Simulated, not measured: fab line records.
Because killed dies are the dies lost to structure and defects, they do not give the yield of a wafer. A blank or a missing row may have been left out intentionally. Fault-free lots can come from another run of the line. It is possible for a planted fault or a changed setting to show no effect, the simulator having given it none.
Chamber matching ; flow n5 finfet ; 3 sister chambers for N5_BEOL_M10_PECVD_70 on pecvd-04
The step deposits SiO2 from TEOS/O2, target thk 20 nm, time 22.7 s. 3 wafers are shown with their chamber, then 10 later ones without.

== WAFERS WITH THEIR CHAMBER ==
wafer;chamber;throttle valve pct (%)
L083.1;0;22.2
L089.2;2;21.5
L089.5;1;23.2

== WAFERS WITHOUT THEIR CHAMBER ==
wafer;throttle valve pct (%)
L089.6;21.2
L091.1;22.1
L091.3;21.5
L091.5;22.2
L092.2;23.1
L092.4;22.3
L092.5;23.3
L096.1;23.3
L096.5;22.3
L096.6;21.5

== WHICH CHAMBER EACH WENT THROUGH ==
wafer;from the rows above;in truth
L089.6;2;2
L091.1;0;0
L091.3;2;2
L091.5;0;0
L092.2;1;1
L092.4;0;0
L092.5;1;1
L096.1;1;1
L096.5;0;0
L096.6;2;2
Correct placement for 10 of the 10. Left unplaced by these rows: 0. Wrongly placed: 0.
How it was worked out, from the rows above alone: a wafer's distance from a chamber is the root of the sum, over the readings, of the square of ((its reading less the chamber's mean) divided by the reading's scatter). If the next closest chamber is less than 2 further off than the closest, the wafer can't be placed; otherwise it belongs to the closest. Each chamber's mean is taken over the wafers shown for it. The scatter (one wafer shown for each chamber): square how far every hidden wafer sits from the nearest shown wafer, average those squares and take the square root.
